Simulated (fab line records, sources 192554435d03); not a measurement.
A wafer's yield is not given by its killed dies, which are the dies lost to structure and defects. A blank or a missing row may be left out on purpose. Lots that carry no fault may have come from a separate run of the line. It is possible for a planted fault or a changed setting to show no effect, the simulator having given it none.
Which tool did it?	flow n5Finfet	22 lots with 66 wafers sampled at 6 steps, on a route of 1938 steps

== WHAT THE GAUGES SHOWED, per wafer ==
Not one reading of a measure or inspect step in the record can be checked against a usual standard deviation.

== EACH LOT AND THE TOOL THAT RAN IT (in order: tool; ch and the chambers of the sampled wafers; start) ==
lot	N5_BEOL_M8_ANNEAL_51	N5_BEOL_M9_STRIP_67	N5_BEOL_M9_ETCH_66	N5_BEOL_M9_ETCH_41	N5_BEOL_M9_PRE_CLEAN_45	N5_BEOL_M9_ANNEAL_51
L074	rtpAnneal-01 ch 0, day 9 09:14	rieDiel-05 ch 0,2, day 9 11:56	rieDiel-05 ch 0,2,3, day 9 13:18	rieDiel-05 ch 0,2,3, day 9 14:34 or earlier	pvdSputter-03, day 9 14:34	rtpAnneal-02 ch 0, day 9 16:17
L076	rtpAnneal-02 ch 0, day 9 10:01	rieDiel-04 ch 1,3, day 9 14:25	rieDiel-04 ch 1,3, day 9 15:13	rieDiel-04 ch 1,3, day 9 16:10 or earlier	pvdSputter-03, day 9 16:10	rtpAnneal-01 ch 0, day 9 16:56
L075	rtpAnneal-02 ch 0, day 9 17:14	rieDiel-02 ch 1,2, day 9 20:35	rieDiel-02 ch 1,2,3, day 9 21:53	rieDiel-02 ch 1,2,3, day 9 22:56 or earlier	pvdSputter-03, day 9 22:56	rtpAnneal-01 ch 0, day 9 23:56
L078	rtpAnneal-01 ch 0, day 9 19:13	rieDiel-04 ch 1,2,3, day 9 23:19	rieDiel-05 ch 0,1,3, day 10 03:15	rieDiel-05 ch 0,1,3, day 10 04:22 or earlier	pvdSputter-01, day 10 04:22	rtpAnneal-01 ch 0, day 10 05:27
L079	rtpAnneal-01 ch 0, day 10 10:28	rieDiel-02 ch 0,1,2, day 10 14:07	rieDiel-04 ch 2,3, day 10 19:13	rieDiel-04 ch 2,3, day 10 21:54 or earlier	pvdSputter-01, day 10 21:54	rtpAnneal-01 ch 0, day 10 22:42
L080	rtpAnneal-02 ch 0, day 10 23:08	rieDiel-04 ch 0,2,3, day 11 03:11	rieDiel-04 ch 0,1,2, day 11 05:29	rieDiel-04 ch 0,1,2, day 11 06:33 or earlier	pvdSputter-03, day 11 06:33	rtpAnneal-01 ch 0, day 11 07:37
L081	rtpAnneal-02 ch 0, day 11 07:25	rieDiel-02 ch 0,2, day 11 12:30	rieDiel-05 ch 0,2,3, day 11 15:51	rieDiel-05 ch 0,2,3, day 11 16:57 or earlier	pvdSputter-02, day 11 16:57	rtpAnneal-01 ch 0, day 11 17:58
L083	rtpAnneal-02 ch 0, day 11 20:05	rieDiel-05 ch 0,1,2, day 12 06:33	rieDiel-02 ch 0,3, day 12 09:16	rieDiel-02 ch 0,3, day 12 10:44 or earlier	pvdSputter-02, day 12 10:44	rtpAnneal-01 ch 0, day 12 12:16
L084	rtpAnneal-02 ch 0, day 12 05:01	rieDiel-05 ch 0,1,3, day 12 07:20	rieDiel-04 ch 0,3, day 12 09:11	rieDiel-04 ch 0,3, day 12 10:43 or earlier	pvdSputter-03, day 12 10:43	rtpAnneal-01 ch 0, day 12 12:05
L085	rtpAnneal-02 ch 0, day 12 12:49	rieDiel-05 ch 0,1, day 12 16:23	rieDiel-04 ch 0,1, day 12 20:17	rieDiel-04 ch 0,1, day 12 21:45 or earlier	pvdSputter-02, day 12 21:45	rtpAnneal-01 ch 0, day 12 23:46
L086	rtpAnneal-02 ch 0, day 12 14:46	rieDiel-02 ch 1,2,3, day 12 18:06	rieDiel-05 ch 0,1, day 12 19:40	rieDiel-05 ch 0,1, day 12 20:38 or earlier	pvdSputter-01, day 12 20:38	rtpAnneal-01 ch 0, day 12 21:51
L087	rtpAnneal-01 ch 0, day 12 21:39	rieDiel-02 ch 0,1,3, day 13 01:26	rieDiel-04 ch 0,1,3, day 13 02:31	rieDiel-04 ch 0,1,3, day 13 03:46 or earlier	pvdSputter-02, day 13 03:46	rtpAnneal-01 ch 0, day 13 04:50
L088	rtpAnneal-02 ch 0, day 13 00:20	rieDiel-05 ch 1,2,3, day 13 03:29	rieDiel-02 ch 2,3, day 13 04:18	rieDiel-02 ch 2,3, day 13 05:14 or earlier	pvdSputter-03, day 13 05:14	rtpAnneal-02 ch 0, day 13 06:27
L089	rtpAnneal-02 ch 0, day 13 05:49	rieDiel-02 ch 0,1,3, day 13 08:17	rieDiel-02 ch 0,2,3, day 13 09:58	rieDiel-02 ch 0,2,3, day 13 11:49 or earlier	pvdSputter-01, day 13 11:49	rtpAnneal-01 ch 0, day 13 12:44
L091	rtpAnneal-02 ch 0, day 13 20:38	rieDiel-05 ch 1,2,3, day 14 02:30	rieDiel-02 ch 0,2,3, day 14 03:31	rieDiel-02 ch 0,2,3, day 14 04:27 or earlier	pvdSputter-02, day 14 04:27	rtpAnneal-01 ch 0, day 14 05:20
L090	rtpAnneal-01 ch 0, day 13 21:59	rieDiel-05 ch 0,2, day 14 02:52	rieDiel-02 ch 0,1,2, day 14 04:08	rieDiel-02 ch 0,1,2, day 14 05:14 or earlier	pvdSputter-02, day 14 05:14	rtpAnneal-02 ch 0, day 14 06:06
L092	rtpAnneal-02 ch 0, day 14 02:46	rieDiel-04 ch 0,1,2, day 14 05:40	rieDiel-02 ch 0,3, day 14 08:07	rieDiel-02 ch 0,3, day 14 09:05 or earlier	pvdSputter-02, day 14 09:05	rtpAnneal-01 ch 0, day 14 12:54
L093	rtpAnneal-01 ch 0, day 14 16:32	rieDiel-02 ch 0,3, day 14 20:24	rieDiel-02 ch 0,3, day 14 21:25	rieDiel-02 ch 0,3, day 14 23:32 or earlier	pvdSputter-02, day 14 23:32	rtpAnneal-01 ch 0, day 15 00:26
L096	rtpAnneal-01 ch 0, day 14 22:15	rieDiel-04 ch 1,2,3, day 15 01:04	rieDiel-05 ch 1,2,3, day 15 05:05	rieDiel-05 ch 1,2,3, day 15 06:01 or earlier	pvdSputter-02, day 15 06:01	rtpAnneal-02 ch 0, day 15 07:13
L095	rtpAnneal-01 ch 0, day 15 00:47	rieDiel-04 ch 0,2,3, day 15 06:29	rieDiel-02 ch 0,1,3, day 15 07:43	rieDiel-02 ch 0,1,3, day 15 09:01 or earlier	pvdSputter-03, day 15 09:01	rtpAnneal-02 ch 0, day 15 13:01
L094	rtpAnneal-02 ch 0, day 15 01:06	rieDiel-02 ch 0,2,3, day 15 06:44	rieDiel-02 ch 0,2, day 15 08:16	rieDiel-02 ch 0,2, day 15 12:28 or earlier	pvdSputter-01, day 15 12:28	rtpAnneal-01 ch 0, day 15 13:46
L097	rtpAnneal-02 ch 0, day 15 23:53	rieDiel-05 ch 0,1,2, day 16 04:31	rieDiel-02 ch 1,2, day 16 05:50	rieDiel-02 ch 1,2, day 16 06:46 or earlier	pvdSputter-01, day 16 06:46	rtpAnneal-02 ch 0, day 16 09:05
- N5_BEOL_M8_ANNEAL_51: time 90 s.
- N5_BEOL_M9_STRIP_67: strips in CF4.
- N5_BEOL_M9_ETCH_66: etches SOC in N2/H2, target depth 80 nm, overetch 16 nm, time 120 s.
- N5_BEOL_M9_ETCH_41: etches SiCN in CH3F/O2, target depth 36.6 nm, time 70.1 s.
- N5_BEOL_M9_PRE_CLEAN_45: time 30 s.
- N5_BEOL_M9_ANNEAL_51: time 90 s.

== WHAT THE TOOLS THEMSELVES READ (means of the sampled wafers that have a number; where no wafer has one, the mark that the record gives instead) ==
N5_BEOL_M8_ANNEAL_51. Usual: 226.01 for wafer_temp_C_max, sd 0.26.
lot	tool	wafer_temp_C_max	flag
L074	rtpAnneal-01	226.01	
L076	rtpAnneal-02	225.94	
L075	rtpAnneal-02	225.86	
L078	rtpAnneal-01	225.83	
L079	rtpAnneal-01	225.52	
L080	rtpAnneal-02	226.18	
L081	rtpAnneal-02	226.22	
L083	rtpAnneal-02	226.06	
L084	rtpAnneal-02	225.99	
L085	rtpAnneal-02	226.16	
L086	rtpAnneal-02	226.11	
L087	rtpAnneal-01	226.07	
L088	rtpAnneal-02	225.87	
L089	rtpAnneal-02	225.91	
L091	rtpAnneal-02	226.01	
L090	rtpAnneal-01	226.24	
L092	rtpAnneal-02	226.01	
L093	rtpAnneal-01	225.87	
L096	rtpAnneal-01	226.31	
L095	rtpAnneal-01	226.16	
L094	rtpAnneal-02	226.27	
L097	rtpAnneal-02	226.09	

N5_BEOL_M9_STRIP_67. Usual: cf4FlowSccm 150.0 sccm (standard deviation 0.4); chamberPressureMTorr 50.00 mTorr (standard deviation 0.045); drypumpMotorCurrentA 5.9 A (standard deviation 0.54); oesProductAu 0.81 a.u. (standard deviation 0.088); rfVppV 271.4 V (standard deviation 1.4); showerheadPlenumPTorr 1.80 Torr (standard deviation 0.057); throttleValvePct 13.53 % (standard deviation 0.22).
lot	tool	cf4FlowSccm (sccm)	chamberPressureMTorr (mTorr)	drypumpMotorCurrentA (A)	oesProductAu (a.u.)	rfVppV (V)	showerheadPlenumPTorr (Torr)	throttleValvePct (%)	flag
L074	rieDiel-05	150.0	50.02	6.1	0.82	270.7	1.80	13.55	
L076	rieDiel-04	150.0	50.02	5.4	0.84	273.7	1.89	13.30	
L075	rieDiel-02	149.5	49.96	6.4	0.89	271.1	1.78	13.53	
L078	rieDiel-04	150.4	49.97	5.5	0.76	272.0	1.86	13.50	
L079	rieDiel-02	149.8	49.98	6.0	0.90	271.7	1.83	13.51	
L080	rieDiel-04	150.2	49.98	5.5	0.83	272.1	1.85	13.47	
L081	rieDiel-02	149.9	49.99	6.2	0.85	272.5	1.85	13.67	
L083	rieDiel-05	149.6	49.97	5.8	0.77	270.9	1.78	13.59	
L084	rieDiel-05	149.6	49.99	5.8	0.74	271.2	1.77	13.58	
L085	rieDiel-05	150.1	50.02	5.5	0.73	270.8	1.77	13.60	
L086	rieDiel-02	149.8	50.00	6.5	0.81	270.1	1.78	13.69	
L087	rieDiel-02	150.1	50.00	5.9	0.84	271.5	1.81	13.49	
L088	rieDiel-05	150.0	50.03	6.1	0.79	270.1	1.74	13.56	
L089	rieDiel-02	150.1	49.98	5.9	0.84	271.8	1.81	13.50	
L091	rieDiel-05	150.1	50.01	6.1	0.79	270.2	1.74	13.59	
L090	rieDiel-05	150.1	50.01	5.8	0.74	271.5	1.81	13.63	
L092	rieDiel-04	149.8	50.00	5.5	0.92	272.0	1.83	13.28	
L093	rieDiel-02	150.0	50.04	5.5	0.86	272.0	1.86	13.47	
L096	rieDiel-04	150.5	49.98	5.5	0.89	272.2	1.85	13.16	
L095	rieDiel-04	150.0	50.03	5.5	0.89	271.8	1.85	13.32	
L094	rieDiel-02	149.9	50.03	6.1	0.81	271.6	1.83	13.68	
L097	rieDiel-05	150.0	49.99	5.9	0.83	270.1	1.77	13.46	

N5_BEOL_M9_ETCH_66. Usual: chamberPressureMTorr 29.998 mTorr, standard deviation 0.028; drypumpMotorCurrentA 5.9 A, standard deviation 0.58; oesProductAu 0.63 a.u., standard deviation 0.061; rfVppV 524.4 V, standard deviation 2.5; showerheadPlenumPTorr 2.56 Torr, standard deviation 0.083; throttleValvePct 17.78 %, standard deviation 0.25.
lot	tool	chamberPressureMTorr (mTorr)	drypumpMotorCurrentA (A)	oesProductAu (a.u.)	rfVppV (V)	showerheadPlenumPTorr (Torr)	throttleValvePct (%)	flag
L074	rieDiel-05	30.005	6.1	0.61	523.5	2.52	17.80	
L076	rieDiel-04	29.982	5.4	0.58	526.3	2.64	17.70	
L075	rieDiel-02	30.007	6.5	0.64	523.5	2.54	17.94	
L078	rieDiel-05	29.981	5.8	0.57	523.1	2.50	17.83	
L079	rieDiel-04	30.027	5.6	0.58	525.9	2.63	17.60	
L080	rieDiel-04	29.982	5.5	0.65	526.3	2.60	17.77	
L081	rieDiel-05	30.001	6.1	0.60	523.2	2.52	17.82	
L083	rieDiel-02	29.982	5.5	0.67	527.3	2.64	17.65	
L084	rieDiel-04	29.983	5.5	0.68	528.1	2.65	17.48	
L085	rieDiel-04	29.990	5.4	0.69	525.9	2.60	17.69	
L086	rieDiel-05	30.021	5.6	0.56	523.0	2.49	17.81	
L087	rieDiel-04	30.002	5.4	0.68	526.2	2.63	17.60	
L088	rieDiel-02	30.028	6.6	0.58	523.2	2.54	18.00	
L089	rieDiel-02	30.004	6.1	0.63	525.3	2.59	17.86	
L091	rieDiel-02	29.993	6.1	0.63	524.5	2.59	17.87	
L090	rieDiel-02	30.015	6.0	0.66	524.7	2.57	17.84	
L092	rieDiel-02	29.997	6.0	0.61	525.4	2.58	17.81	
L093	rieDiel-02	29.996	5.5	0.65	525.3	2.63	17.67	
L096	rieDiel-05	29.994	6.1	0.60	521.5	2.44	17.80	
L095	rieDiel-02	30.006	5.9	0.63	523.9	2.56	17.80	
L094	rieDiel-02	30.017	5.6	0.66	525.9	2.64	17.74	
L097	rieDiel-02	29.966	6.6	0.61	523.7	2.53	18.08	

N5_BEOL_M9_ETCH_41. Usual: chamberPressureMTorr 30.002 mTorr (standard deviation 0.028); drypumpMotorCurrentA 5.9 A (standard deviation 0.58); mfcArSccm 150.0 sccm (standard deviation 0.47); oesProductAu 0.82 a.u. (standard deviation 0.086); rfVppV 297.6 V (standard deviation 1.6); showerheadPlenumPTorr 2.02 Torr (standard deviation 0.065); throttleValvePct 16.27 % (standard deviation 0.24).
lot	tool	chamberPressureMTorr (mTorr)	drypumpMotorCurrentA (A)	mfcArSccm (sccm)	oesProductAu (a.u.)	rfVppV (V)	showerheadPlenumPTorr (Torr)	throttleValvePct (%)	flag
L074	rieDiel-05	30.020	6.1	150.1	0.79	297.1	1.98	16.23	
L076	rieDiel-04	29.992	5.4	149.8	0.75	298.3	2.08	16.18	
L075	rieDiel-02	30.011	6.4	150.0	0.83	297.6	1.99	16.41	
L078	rieDiel-05	29.981	5.8	150.5	0.74	296.7	1.97	16.23	
L079	rieDiel-04	30.021	5.6	149.6	0.75	298.5	2.08	16.27	
L080	rieDiel-04	29.974	5.5	149.5	0.87	297.8	2.05	16.23	
L081	rieDiel-05	30.009	6.1	149.9	0.78	296.9	1.97	16.26	
L083	rieDiel-02	30.015	5.5	149.9	0.88	299.2	2.07	16.11	
L084	rieDiel-04	30.016	5.5	150.5	0.88	298.4	2.10	16.09	
L085	rieDiel-04	29.992	5.3	150.4	0.92	297.5	2.05	16.06	
L086	rieDiel-05	30.021	5.6	149.8	0.72	296.9	1.96	16.29	
L087	rieDiel-04	29.984	5.4	150.2	0.89	298.3	2.07	16.07	
L088	rieDiel-02	30.021	6.6	150.4	0.75	296.9	2.00	16.54	
L089	rieDiel-02	29.992	6.1	150.4	0.82	298.3	2.04	16.36	
L091	rieDiel-02	29.987	6.1	150.2	0.80	298.2	2.03	16.36	
L090	rieDiel-02	30.023	6.0	150.3	0.85	298.0	2.02	16.29	
L092	rieDiel-02	30.014	6.0	149.8	0.79	297.3	2.02	16.32	
L093	rieDiel-02	29.999	5.5	149.8	0.85	298.8	2.06	16.14	
L096	rieDiel-05	29.982	6.1	149.9	0.76	295.2	1.92	16.29	
L095	rieDiel-02	30.002	5.9	149.7	0.82	296.5	2.01	16.25	
L094	rieDiel-02	30.000	5.6	150.5	0.86	298.8	2.07	16.19	
L097	rieDiel-02	29.999	6.5	150.1	0.79	297.8	1.99	16.55	

N5_BEOL_M9_PRE_CLEAN_45. Usual: 335 W for heaterPowerW, sd 26.
lot	tool	heaterPowerW (W)	flag
L074	pvdSputter-03	321	
L076	pvdSputter-03	329	
L075	pvdSputter-03	335	
L078	pvdSputter-01	319	
L079	pvdSputter-01	350	
L080	pvdSputter-03	334	
L081	pvdSputter-02	353	
L083	pvdSputter-02	336	
L084	pvdSputter-03	329	
L085	pvdSputter-02	342	
L086	pvdSputter-01	337	
L087	pvdSputter-02	323	
L088	pvdSputter-03	328	
L089	pvdSputter-01	321	
L091	pvdSputter-02	343	
L090	pvdSputter-02	326	
L092	pvdSputter-02	356	
L093	pvdSputter-02	318	
L096	pvdSputter-02	335	
L095	pvdSputter-03	323	
L094	pvdSputter-01	352	
L097	pvdSputter-01	330	

N5_BEOL_M9_ANNEAL_51. Usual: 226.02 for wafer_temp_C_max, sd 0.26.
lot	tool	wafer_temp_C_max	flag
L074	rtpAnneal-02	225.99	
L076	rtpAnneal-01	226.06	
L075	rtpAnneal-01	226.26	
L078	rtpAnneal-01	225.94	
L079	rtpAnneal-01	226.05	
L080	rtpAnneal-01	226.38	
L081	rtpAnneal-01	226.08	
L083	rtpAnneal-01	225.89	
L084	rtpAnneal-01	225.93	
L085	rtpAnneal-01	226.09	
L086	rtpAnneal-01	226.11	
L087	rtpAnneal-01	225.85	
L088	rtpAnneal-02	226.18	
L089	rtpAnneal-01	225.88	
L091	rtpAnneal-01	225.98	
L090	rtpAnneal-02	226.08	
L092	rtpAnneal-01	225.79	
L093	rtpAnneal-01	225.81	
L096	rtpAnneal-02	225.64	
L095	rtpAnneal-02	225.89	
L094	rtpAnneal-01	226.20	
L097	rtpAnneal-02	226.02	

== THE ANSWER, worked out from the rows above alone ==
Rule: a lot counts as off when the mean over its wafers that have a number is more than 3 standard deviations away from the usual mean. Also off: a lot with no number at a reading for which 4 or more lots have one. The other lots that the step has rows for count as sound. First the gauges in route order, then the tools' own readings, where a lot's mean is used as printed above. At the first step where some lot is off, the reading lying furthest off is the one used; lots without a number count as furthest.
None of the lots is off at any reading shown; this tells nothing.

== WHAT HAD BEEN PUT IN BY THE SIMULATOR ==
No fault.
